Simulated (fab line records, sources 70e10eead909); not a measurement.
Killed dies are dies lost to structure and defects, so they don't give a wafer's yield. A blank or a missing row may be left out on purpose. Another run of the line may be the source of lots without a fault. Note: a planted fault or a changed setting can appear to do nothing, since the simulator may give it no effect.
fab line records | flow nand-harc
record lots=12 | wafers=36 | last-day=32
route steps=1302 shown A_STAIRCASE@883 A_SGD_CUT@898
lots with no fault: from the same line, run without faults
start-h: hours from the record's opening day to when the first of the lot's shown wafers began | wait-h: hours since the lot's step before | " repeats the value in the row above | L1.1+2: a single row standing in for several wafers | - no value, or no start was given | * or withheld: withheld | < > ~ a bound
route shown NAME@n: a module of which the file shows steps, and the number in the route of the first | usual: mean and standard deviation over wafers with no fault | same: alike in all rows | chamber/n: place in a boat | sites: per-site readings | _std_site: the values' standard deviation | _edge_site: outer sites' mean less inner sites' | radius-mm: for every site, how far away it sits from the centre of the wafer | mask NAME#n: copy n | behind: the last tool/chamber to shape the wafer | hold: cause of the lot's hold/its duration in hours/its outcome | device: whichever transistor did not switch (one of n, p or np) | end of line: the same wafers' tests at the end of the route | step lacking rows: just its recipe | killed: not the wafer's yield, but the dies lost to structure and defects at the first sort | map: a wafer's dies, marking killed ones x, the rest . and places with no die _
set.NAME: the setting the step ran with; set.NAME@STEP: the setting that earlier step ran with | model.NAME: the simulator's own value behind a step, which no gauge read
route steps across a sampled set of lots; one table per step, one row per wafer
services: when a tool's chamber went out of use (start-h, in hours from the record's first day, below 0 if earlier), for how many hours, and the reason
## steps
# step NHARC_A_STAIRCASE_ETCHBACK_157
# recipe target-depth-a=900 | over-etch-frac=0.3 | time-s=167.14 | ion-energy-ev=120 | ch3f-flow-sccm=50 | o2-flow-sccm=30 | ar-flow-sccm=200 | rf-w=500 | bias-w=100 | chemistry=CH3F/O2
# usual drypump-motor-current-A=5.7/0.33 | oes-product-au=0.96/0.036 | rf-vpp-V=244.8/1.4 | showerhead-plenum-p-Torr=2.49/0.081 | throttle-valve-pct=20.663/0.0094
lot.wafer | tool        | chamber | start-h | wait-h | drypump-motor-current-A | oes-product-au | rf-hours-counter-h | rf-vpp-V | showerhead-plenum-p-Torr | throttle-valve-pct
L921.1    | rie-diel-01 | 3       | 447.61  | 0.1    | 6.1                     | 1.00           | 15                 | 247.6    | 2.61                     | 20.659
L921.4    | "           | 0       | "       | "      | 5.4                     | 0.99           | 15                 | 246.7    | 2.63                     | 20.659
L921.2    | "           | 2       | "       | "      | 5.5                     | 0.99           | 17                 | 244.1    | 2.43                     | 20.661
L920.2    | rie-diel-06 | 2       | 448.06  | 0.2    | 6.3                     | 0.98           | 42                 | 244.2    | 2.47                     | 20.650
L920.4    | "           | 0       | "       | "      | 5.3                     | 0.98           | -                  | 243.6    | 2.36                     | 20.653
L920.5    | "           | 2       | "       | "      | 6.3                     | 0.96           | -                  | 243.5    | 2.47                     | 20.665
L923.3    | rie-diel-06 | 0       | 471.83  | 0.1    | 5.3                     | 0.96           | 49                 | 243.8    | 2.36                     | 20.667
L923.4    | "           | 1       | "       | "      | 5.6                     | 0.95           | 48                 | 241.4    | 2.27                     | 20.668
L923.1    | "           | 2       | "       | "      | 6.3                     | 0.94           | 49                 | 245.0    | 2.46                     | 20.655
L924.1    | rie-diel-13 | 2       | 487.77  | 0.2    | 5.5                     | 1.00           | 52                 | 243.4    | 2.47                     | 20.660
L924.2    | "           | 0       | "       | "      | 5.3                     | 0.99           | 53                 | 243.9    | 2.50                     | 20.661
L924.3    | "           | 1       | "       | "      | 6.0                     | 1.00           | 51                 | 246.5    | 2.60                     | 20.650
L925.2    | rie-diel-13 | 3       | 487.97  | 0.2    | 5.9                     | 0.93           | 54                 | 244.1    | 2.47                     | 20.661
L925.3    | "           | 0       | "       | "      | 5.3                     | 0.92           | 53                 | 243.8    | 2.50                     | 20.666
L925.5    | "           | 3       | "       | "      | 5.9                     | 0.94           | -                  | 245.0    | 2.47                     | 20.662
L931.2    | rie-diel-13 | 0       | 545.40  | 0.2    | 5.3                     | 1.00           | 7                  | 244.1    | 2.49                     | 20.681
L931.6    | "           | 0       | "       | "      | 5.2                     | 1.00           | -                  | 245.8    | 2.49                     | 20.661
L931.5    | "           | 1       | "       | "      | 5.9                     | 1.00           | -                  | 246.4    | 2.59                     | 20.657
L930.4    | rie-diel-06 | 3       | 551.42  | 0.2    | 5.3                     | 0.91           | 22                 | 244.3    | 2.43                     | 20.675
L930.3    | "           | 1       | "       | "      | 5.6                     | 0.92           | 24                 | 246.1    | 2.65                     | 20.661
L930.5    | "           | 3       | "       | "      | 5.3                     | 0.92           | -                  | 242.7    | 2.43                     | 20.664
L933.1    | rie-diel-01 | 1       | 577.95  | 0.1    | 6.0                     | 0.98           | 6                  | 245.6    | 2.46                     | 20.659
L933.3    | "           | 2       | "       | "      | 5.5                     | 0.98           | 6                  | 243.7    | 2.41                     | 20.672
L933.6    | "           | 1       | "       | "      | 6.0                     | 0.99           | -                  | 244.6    | 2.46                     | 20.665
L935.3    | rie-diel-13 | 2       | 588.60  | 0.2    | 5.5                     | 0.93           | 21                 | 243.9    | 2.45                     | 20.664
L935.2    | "           | 3       | "       | "      | 5.9                     | 0.94           | 19                 | 245.4    | 2.46                     | 20.662
L935.6    | "           | 2       | "       | "      | 5.5                     | 0.92           | -                  | 243.8    | 2.45                     | 20.675
L937.1    | rie-diel-13 | 1       | 614.88  | 0.2    | 5.9                     | 0.95           | 27                 | 246.8    | 2.58                     | 20.670
L937.2    | "           | 3       | "       | "      | 5.9                     | 0.96           | 25                 | 243.2    | 2.46                     | 20.667
L937.5    | "           | 1       | "       | "      | 5.9                     | 0.94           | -                  | 248.0    | 2.58                     | 20.659
L939.1    | rie-diel-01 | 2       | 625.89  | 0.2    | 5.5                     | 0.98           | 22                 | 242.7    | 2.40                     | 20.659
L939.2    | "           | 1       | "       | "      | 6.0                     | 0.98           | 24                 | 245.4    | 2.45                     | 20.658
L939.5    | "           | 3       | "       | "      | 6.1                     | 0.99           | -                  | 247.6    | 2.58                     | 20.642
L940.2    | rie-diel-06 | 0       | 645.51  | 0.2    | 5.3                     | 0.93           | 58                 | 242.1    | 2.33                     | 20.646
L940.5    | "           | 0       | "       | "      | 5.3                     | 0.94           | -                  | 242.8    | 2.33                     | 20.670
L940.4    | "           | 2       | "       | "      | 6.3                     | 0.93           | -                  | 243.8    | 2.44                     | 20.678
# step NHARC_A_STAIRCASE_CMP_472
# recipe material=SiO2
# usual motor-current-A=12.0/1.1
lot.wafer | tool   | chamber | start-h | wait-h | motor-current-A
L921.2    | cmp-04 | 3       | 448.26  | 0.2    | 12.6
L921.1    | "      | 0       | "       | "      | 11.9
L921.4    | "      | 1       | "       | "      | 11.9
L920.4    | cmp-01 | 0       | 448.61  | 0.2    | 11.3
L920.2    | "      | 3       | "       | "      | 11.5
L920.5    | "      | 1       | "       | "      | 10.7
L923.1    | cmp-02 | 0       | 472.41  | 0.2    | 11.8
L923.3    | "      | 1       | "       | "      | 11.9
L923.4    | "      | 2       | "       | "      | 11.2
L924.3    | cmp-02 | 3       | 488.32  | 0.2    | 11.7
L924.2    | "      | 0       | "       | "      | 11.1
L924.1    | "      | 2       | "       | "      | 11.3
L925.3    | cmp-04 | 3       | 488.59  | 0.2    | 13.1
L925.2    | "      | 1       | "       | "      | 11.9
L925.5    | "      | 2       | "       | "      | 14.6
L931.2    | cmp-02 | 0       | 545.98  | 0.2    | 11.2
L931.5    | "      | 3       | "       | "      | 12.0
L931.6    | "      | 0       | "       | "      | 10.7
L930.3    | cmp-04 | 0       | 551.99  | 0.2    | 11.5
L930.4    | "      | 3       | "       | "      | 13.1
L930.5    | "      | 0       | "       | "      | 11.8
L933.3    | cmp-04 | 0       | 578.56  | 0.3    | 11.2
L933.1    | "      | 1       | "       | "      | 12.4
L933.6    | "      | 2       | "       | "      | 14.4
L935.3    | cmp-02 | 2       | 589.33  | 0.2    | 11.2
L935.2    | "      | 0       | "       | "      | 10.8
L935.6    | "      | 2       | "       | "      | 11.6
L937.1    | cmp-01 | 2       | 615.46  | 0.2    | 12.8
L937.2    | "      | 3       | "       | "      | 11.0
L937.5    | "      | 3       | "       | "      | 10.6
L939.2    | cmp-04 | 3       | 626.49  | 0.3    | 12.3
L939.1    | "      | 1       | "       | "      | 13.1
L939.5    | "      | 3       | "       | "      | 13.3
L940.4    | cmp-01 | 0       | 646.11  | 0.1    | 11.3
L940.2    | "      | 3       | "       | "      | 11.7
L940.5    | "      | 1       | "       | "      | 10.5
# step NHARC_A_SGD_CUT_EXPOSE_06
# recipe na=1.35 | dose-mj=85.59 | mask-id=SGD
# usual exposure-dose-mJ-cm2=85.8/0.36
lot.wafer | tool            | chamber | start-h | wait-h | mask  | exposure-dose-mJ-cm2
L921.1    | arfi-scanner-01 | 0       | 449.12  | -      | SGD#0 | 85.4
L921.2    | "               | 0       | "       | "      | SGD#0 | 85.5
L921.4    | "               | 0       | "       | "      | SGD#0 | 85.5
L920.2    | arfi-scanner-01 | 0       | 449.61  | -      | SGD#0 | 85.5
L920.4    | "               | 0       | "       | "      | SGD#0 | 85.4
L920.5    | "               | 0       | "       | "      | SGD#0 | 85.4
L923.1    | arfi-scanner-03 | 0       | 473.25  | -      | SGD#0 | 85.4
L923.3    | "               | 0       | "       | "      | SGD#0 | 85.5
L923.4    | "               | 0       | "       | "      | SGD#0 | 85.5
L924.1    | arfi-scanner-03 | 0       | 489.21  | -      | SGD#0 | 85.4
L924.2    | "               | 0       | "       | "      | SGD#0 | 85.5
L924.3    | "               | 0       | "       | "      | SGD#0 | 85.5
L925.2    | arfi-scanner-01 | 0       | 489.56  | -      | SGD#0 | 85.6
L925.3    | "               | 0       | "       | "      | SGD#0 | 85.5
L925.5    | "               | 0       | "       | "      | SGD#0 | 85.6
L931.2    | arfi-scanner-02 | 0       | 547.04  | -      | SGD#0 | 85.5
L931.5    | "               | 0       | "       | "      | SGD#0 | 85.6
L931.6    | "               | 0       | "       | "      | SGD#0 | 85.6
L930.3    | arfi-scanner-01 | 0       | 552.99  | -      | SGD#0 | 91.7
L930.4    | "               | 0       | "       | "      | SGD#0 | 91.7
L930.5    | "               | 0       | "       | "      | SGD#0 | 91.8
L933.1    | arfi-scanner-01 | 0       | 579.37  | -      | SGD#0 | 90.5
L933.3    | "               | 0       | "       | "      | SGD#0 | 90.6
L933.6    | "               | 0       | "       | "      | SGD#0 | 90.5
L935.2    | arfi-scanner-02 | 0       | 590.32  | -      | SGD#0 | 85.4
L935.3    | "               | 0       | "       | "      | SGD#0 | 85.4
L935.6    | "               | 0       | "       | "      | SGD#0 | 85.5
L937.1    | arfi-scanner-02 | 0       | 616.44  | -      | SGD#0 | 85.4
L937.2    | "               | 0       | "       | "      | SGD#0 | 85.4
L937.5    | "               | 0       | "       | "      | SGD#0 | 85.4
L939.1    | arfi-scanner-03 | 0       | 627.54  | -      | SGD#0 | 86.3
L939.2    | "               | 0       | "       | "      | SGD#0 | 86.3
L939.5    | "               | 0       | "       | "      | SGD#0 | 86.3
L940.2    | arfi-scanner-03 | 0       | 646.98  | -      | SGD#0 | 86.5
L940.4    | "               | 0       | "       | "      | SGD#0 | 86.4
L940.5    | "               | 0       | "       | "      | SGD#0 | 86.3
# step NHARC_A_SGD_CUT_CD_MEAS_09
# recipe target-cd-nm=100 | landing-energy-ev=500
# usual cd-nm=100.1/0.58
lot.wafer | tool      | chamber | start-h | wait-h | cd-nm
L921.1    | cd-sem-01 | 0       | 449.26  | -      | 99.4
L921.2    | "         | 0       | "       | "      | 99.5
L921.4    | "         | 0       | "       | "      | 99.8
L920.2    | cd-sem-03 | 0       | 449.74  | -      | 100.0
L920.4    | "         | 0       | "       | "      | 100.9
L920.5    | "         | 0       | "       | "      | 100.1
L923.1    | cd-sem-02 | 0       | 473.39  | -      | 99.8
L923.3    | "         | 0       | "       | "      | 100.0
L923.4    | "         | 0       | "       | "      | 100.3
L924.1    | cd-sem-03 | 0       | 489.35  | -      | 99.7
L924.2    | "         | 0       | "       | "      | 99.0
L924.3    | "         | 0       | "       | "      | 100.3
L925.2    | cd-sem-02 | 0       | 489.70  | -      | 100.6
L925.3    | "         | 0       | "       | "      | 100.7
L925.5    | "         | 0       | "       | "      | 100.7
L931.2    | cd-sem-03 | 0       | 547.17  | -      | 100.7
L931.5    | "         | 0       | "       | "      | 99.8
L931.6    | "         | 0       | "       | "      | 99.5
L930.3    | cd-sem-02 | 0       | 553.12  | -      | 104.5
L930.4    | "         | 0       | "       | "      | 105.3
L930.5    | "         | 0       | "       | "      | 105.0
L933.1    | cd-sem-02 | 0       | 579.51  | -      | 104.2
L933.3    | "         | 0       | "       | "      | 104.0
L933.6    | "         | 0       | "       | "      | 104.5
L935.2    | cd-sem-03 | 0       | 590.45  | -      | 100.0
L935.3    | "         | 0       | "       | "      | 99.4
L935.6    | "         | 0       | "       | "      | 99.5
L937.1    | cd-sem-03 | 0       | 616.58  | -      | 101.0
L937.2    | "         | 0       | "       | "      | 100.7
L937.5    | "         | 0       | "       | "      | 100.5
L939.1    | cd-sem-03 | 0       | 627.68  | -      | 99.7
L939.2    | "         | 0       | "       | "      | 100.5
L939.5    | "         | 0       | "       | "      | 100.1
L940.2    | cd-sem-02 | 0       | 647.12  | -      | 100.1
L940.4    | "         | 0       | "       | "      | 99.6
L940.5    | "         | 0       | "       | "      | 99.5
# step NHARC_A_SGD_CUT_CMP_21
# recipe target-thk-nm=148.19
# usual motor-current-A=12.1/1.2 | time-to-endpoint-s=51/4
lot.wafer | tool   | chamber | start-h | wait-h | motor-current-A | time-to-endpoint-s
L921.4    | cmp-04 | 1       | 457.22  | 0.4    | 12.4            | 58
L921.2    | "      | 2       | "       | "      | 13.7            | 57
L921.1    | "      | 3       | "       | "      | 12.7            | 47
L920.2    | cmp-04 | 2       | 457.40  | 0.5    | 15.2            | 53
L920.4    | "      | 0       | "       | "      | 10.8            | 54
L920.5    | "      | 1       | "       | "      | 12.7            | 57
L923.3    | cmp-02 | 3       | 479.71  | 0.4    | 12.0            | 52
L923.1    | "      | 0       | "       | "      | 10.7            | 55
L923.4    | "      | 1       | "       | "      | 12.3            | 54
L924.1    | cmp-04 | 2       | 495.65  | 0.4    | 14.0            | 58
L924.3    | "      | 3       | "       | "      | 13.1            | 44
L924.2    | "      | 0       | "       | "      | 11.8            | 52
L925.2    | cmp-02 | 2       | 495.68  | 0.4    | 11.5            | 49
L925.3    | "      | 0       | "       | "      | 10.8            | 50
L925.5    | "      | 2       | "       | "      | 11.3            | 51
L931.2    | cmp-04 | 0       | 554.97  | 0.4    | 11.5            | 53
L931.5    | "      | 0       | "       | "      | 11.9            | 52
L931.6    | "      | 1       | "       | "      | 12.6            | 55
L930.3    | cmp-02 | 1       | 560.37  | 0.4    | 10.8            | 52
L930.4    | "      | 3       | "       | "      | 11.7            | 50
L930.5    | "      | 1       | "       | "      | 11.4            | 49
L933.1    | cmp-03 | 0       | 585.63  | 0.4    | 13.7            | 44
L933.3    | "      | 2       | "       | "      | 11.2            | 46
L933.6    | "      | 0       | "       | "      | 14.7            | 44
L935.2    | cmp-03 | 1       | 598.36  | 0.4    | 11.5            | 43
L935.3    | "      | 2       | "       | "      | 10.9            | 45
L935.6    | "      | 1       | "       | "      | 11.1            | 43
L937.1    | cmp-04 | 1       | 622.28  | 0.4    | 13.5            | 51
L937.2    | "      | 2       | "       | "      | 13.9            | 51
L937.5    | "      | 0       | "       | "      | 11.5            | 50
L939.1    | cmp-04 | 0       | 633.65  | 0.4    | 11.1            | 53
L939.2    | "      | 1       | "       | "      | 12.2            | 51
L939.5    | "      | 3       | "       | "      | 12.7            | 44
L940.4    | cmp-02 | 1       | 656.24  | 0.4    | 11.5            | 51
L940.2    | "      | 2       | "       | "      | 11.9            | 51
L940.5    | "      | 1       | "       | "      | 11.4            | 50
## services
tool            | chamber | start-h | hours | kind
arfi-scanner-01 | -       | 424.00  | 4.0   | pm
cmp-02          | -       | 428.50  | 4.0   | pm
rie-diel-06     | 0       | 429.63  | 4.8   | repair
cmp-02          | -       | 452.40  | 1.7   | repair
cmp-04          | -       | 461.73  | 6.7   | repair
cmp-02          | -       | 477.46  | 0.7   | repair
cmp-04          | -       | 487.55  | 0.5   | repair
cmp-04          | -       | 503.07  | 4.0   | pm
rie-diel-13     | -       | 519.00  | 9.0   | pm
cmp-02          | -       | 526.50  | 4.0   | pm
cmp-04          | -       | 541.99  | 3.2   | repair
cmp-02          | -       | 552.36  | 0.5   | repair
rie-diel-13     | 3       | 571.34  | 4.3   | repair
cmp-02          | -       | 574.66  | 7.4   | repair
arfi-scanner-01 | -       | 577.05  | 0.9   | repair
rie-diel-13     | 0       | 583.55  | 8.3   | repair
cmp-02          | -       | 589.74  | 1.5   | repair
arfi-scanner-01 | -       | 596.00  | 4.0   | pm
cmp-04          | -       | 601.07  | 4.0   | pm
cmp-02          | -       | 612.79  | 2.0   | repair
cmp-02          | -       | 615.43  | 1.4   | repair
cmp-02          | -       | 624.50  | 4.0   | pm
arfi-scanner-01 | -       | 635.39  | 0.2   | repair
arfi-scanner-01 | -       | 651.40  | 0.7   | repair
## key
first-sign step=NHARC_A_SGD_CUT_EXPOSE_06 | reading=exposure-dose-mJ-cm2 | direction=up | sigmas=15 | usual=85.8 | struck=91.1
effect step=NHARC_A_SGD_CUT_CD_MEAS_09 | reading=cd-nm | direction=up | sigmas=7.8 | usual=100.1 | struck=104.6 | through=control-loop
met-at NHARC_A_SGD_CUT_EXPOSE_06
struck-lots L930,L933
tester-left-out L930,L933
loop-trim step=NHARC_A_SGD_CUT_EXPOSE_06 | setting=dose | lots=L933
not-acting-at NHARC_A_STAIRCASE_ETCHBACK_157,NHARC_A_STAIRCASE_CMP_472,NHARC_A_SGD_CUT_CMP_21
onset-between 489.56 552.99
fault kind=process-parameter-drift | tool=arfi-scanner-01 | chamber=- | onset-h=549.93 | steps=NHARC_A_SGD_CUT_EXPOSE_06 | channel=dose-mj | offset=5.6131 | shape=step | acts-in=these-recipes-only | stated=85.59
# tester-left-out: of these lots the tester's yield and bins aren't shown, on N5 and GAA mostly nor the transistor test; their killed dies are dies lost to structure and defects alone, not to doping, threshold or leakage, so they don't give the yield
# loop-trim: a control loop set the setting to another value than it would have without faults
